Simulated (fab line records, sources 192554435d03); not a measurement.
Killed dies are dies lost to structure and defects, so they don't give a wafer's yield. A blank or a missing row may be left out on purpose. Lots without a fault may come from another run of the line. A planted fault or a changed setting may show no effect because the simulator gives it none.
A struck lot beside a sound one | flow n5_finfet | 24 steps out of a route of 1938
Sound: wafers L933.1, L933.3, L933.6. Struck: wafers L940.4, L940.5, L940.6. The cause comes at the end.
At each step with rows: each side's tool, then ch and its chambers, then its first start. Under that, the readings that differ: sound wafers | struck wafers | difference of the means | sigmas: that difference in standard deviations of wafers without a fault.
alike: readings whose means differ by less than 2 such deviations, and words and numbers that are the same on both sides. not compared: withheld readings, readings that some wafer has no value for, bounds like >300 that may hide the same value, and numbers for which the record gives no deviation and whose values overlap.
The two part at a step that has a row with sigmas, a row that says differs or no value, or rows on one side only. Numbers that don't overlap but have no deviation are shown without sigmas and don't part them. A reading that every wafer of one side lacks parts them only if that side has two wafers or more.

first, 12 steps without rows for these wafers: N5_DUMMY_REMOVAL_PRECLEAN_04 (cleans in DHF, time 37 s); N5_DUMMY_REMOVAL_SRD_05 (time 30 s); N5_HKMG_FIN_IL_REGROW_00 (material SiO2, chemistry O3, target thk 0.75 nm, time 30 s); N5_HKMG_FIN_HK_ALD_01 (deposits HfO2, target thk 1.6 nm, pulse time 3 s, purge time 3 s); N5_HKMG_FIN_HK_ANNEAL_02 (time 30 s); N5_HKMG_FIN_ALD_74 (deposits La2O3, target thk 0.5 nm, pulse time 6 s, co reactant pulse time 1 s); N5_HKMG_FIN_ALD_75 (deposits Al2O3, target thk 1 nm, co reactant pulse time 1 s); N5_HKMG_FIN_COAT_41 (time 60 s, resist thk 300 nm); N5_HKMG_FIN_COAT_42 (time 60 s, resist thk 35 nm); N5_HKMG_FIN_COAT_43 (resist thk 90 nm); N5_HKMG_FIN_EBR_45; N5_HKMG_FIN_SOFTBAKE_44 (time 60 s).
N5_HKMG_FIN_EXPOSE_46: exposes mask NDIPOLE.
  sound on arfi_scanner-03 ch 0, day 5 03:35; struck on arfi_scanner-03 ch 0, day 7 00:29
  reading              | sound             | struck            | difference | sigmas
  exposure_dose_mJ_cm2 | 40.00 40.00 39.99 | 42.87 42.86 42.85 | +2.86      | +75
  alike: mask, stage_vel_mm_s
then, 2 steps without rows for these wafers: N5_HKMG_FIN_PEB_47 (peb time 60 s); N5_HKMG_FIN_DEVELOP_48 (develop time 30 s).
N5_HKMG_FIN_CD_MEAS_49: target cd 202 nm.
  sound on cd_sem-03 ch 0, day 5 03:42; struck on cd_sem-02 ch 0, day 7 00:35
  reading    | sound             | struck            | difference | sigmas
  cd_nm (nm) | 201.3 201.2 201.5 | 205.4 205.8 206.2 | +4.5       | +8
then, 1 step without rows for these wafers: N5_HKMG_FIN_DESCUM_53 (chemistry O2, time 7.9 s).
N5_HKMG_FIN_ETCH_54: etches SiARC in CF4, target depth 45.5 nm, time 75.8 s.
  sound on rie_diel-05 ch 2,3, day 5 03:56; struck on rie_diel-06 ch 0,1,3, day 7 00:44
  reading                          | sound          | struck    | difference | sigmas
  model.HKMG_FIN.cd_offset_nm (nm) | -0.4 -0.6 -0.8 | 3.8 4 3.6 | +4.4       |
  alike: drypump_motor_current_A, etch_rf_on_time_s, oes_product_au, rf_vpp_V, showerhead_plenum_p_Torr, throttle_valve_pct
  not compared: rf_hours_counter_h
then, 3 steps without rows for these wafers: N5_HKMG_FIN_ETCH_55 (etches SOC in N2/H2, target depth 240 nm, time 300 s); N5_HKMG_FIN_STRIP_56 (strips in N2/H2); N5_HKMG_FIN_STRIP_57 (strips in CF4).
N5_HKMG_FIN_ETCH_58: etches SOC in N2/H2, target depth 215.8 nm, time 741 s.
  sound on rie_diel-05 ch 2,3, day 5 04:12; struck on rie_diel-06 ch 0,1,3, day 7 01:11
  reading                          | sound          | struck      | difference | sigmas
  model.HKMG_FIN.cd_offset_nm (nm) | -0.2 -0.6 -0.6 | 3.4 3.8 3.4 | +4.0       |
  alike: drypump_motor_current_A, oes_product_au, rf_vpp_V, showerhead_plenum_p_Torr, throttle_valve_pct
  not compared: rf_hours_counter_h
then, 1 step without rows for these wafers: N5_HKMG_FIN_STRIP_93 (strips SOC in N2/H2, time 20 s).
-- the record jumps here: 4 days lie between the struck wafers' starts before and after (it left off in module HKMG_FIN and takes up again in module BEOL_M4, whose first step shown is number 1111 of the route) --
N5_BEOL_M4_RC_MEAS_101:
  sound on prober-02 ch 0, day 9 02:18; struck on prober-01 ch 0, day 10 14:41
  alike: DIBL_N, DIBL_P, IOFF_N, IOFF_P, ION_N, ION_P, SS_N, SS_P, VT_N, VT_P

WHERE THEY PART
First at N5_HKMG_FIN_EXPOSE_46; last, within this record, at N5_HKMG_FIN_CD_MEAS_49. Later steps at which nothing parts them and some readings are alike: N5_HKMG_FIN_ETCH_54, N5_HKMG_FIN_ETCH_58, N5_BEOL_M4_RC_MEAS_101.

WHY: what the simulator had put in
Process parameter drift: arfi_scanner-03, from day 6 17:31 on, at N5_HKMG_FIN_EXPOSE_46. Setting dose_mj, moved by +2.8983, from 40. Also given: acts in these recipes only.
